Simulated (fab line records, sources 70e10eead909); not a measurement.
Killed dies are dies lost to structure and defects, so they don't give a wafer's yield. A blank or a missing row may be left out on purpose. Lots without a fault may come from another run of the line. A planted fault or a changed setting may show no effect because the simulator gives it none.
Chamber matching | flow nand_harc | NHARC_A_STAIRCASE_CMP_450 on cmp-01: 4 sister chambers
The step polishes SiO2, target thk 200 nm. 8 wafers are shown with their chamber, then 7 later ones without.

WAFERS WITH THEIR CHAMBER
wafer  | chamber | motor_current_A (A)
L112.2 | 1       | 12.1
L112.6 | 2       | 10.3
L115.5 | 3       | 12.0
L117.1 | 0       | 13.9
L117.2 | 3       | 11.5
L117.4 | 1       | 12.2
L118.2 | 2       | 10.9
L118.3 | 0       | 14.2

WAFERS WITHOUT THEIR CHAMBER
wafer  | motor_current_A (A)
L118.5 | 10.2
L126.2 | 12.6
L126.3 | 13.9
L126.4 | 11.4
L132.1 | 10.3
L132.4 | 11.4
L132.6 | 11.3

WHICH CHAMBER EACH WENT THROUGH
wafer  | from the rows above          | in truth
L118.5 | 2                            | 2
L126.2 | can't be placed: 1 or 3      | 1
L126.3 | 0                            | 0
L126.4 | can't be placed: 3 or 1 or 2 | 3
L132.1 | 2                            | 2
L132.4 | can't be placed: 3 or 1 or 2 | 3
L132.6 | can't be placed: 3 or 2 or 1 | 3
Placed correctly: 3 of 7. Can't be placed from these rows: 4 (the true chamber is among the candidates in 4). Placed wrongly: 0.
How it was worked out, from the rows above alone: a wafer's distance from a chamber is the root of the sum, over the readings, of the square of ((its reading less the chamber's mean) divided by the reading's scatter). The wafer belongs to the nearest chamber; if the next one is less than 2 further off, it can't be placed. A chamber's mean is the mean of its shown wafers. The scatter: the root of (the sum of the squares of (reading less its chamber's mean) over the shown wafers, divided by (wafers less chambers)).
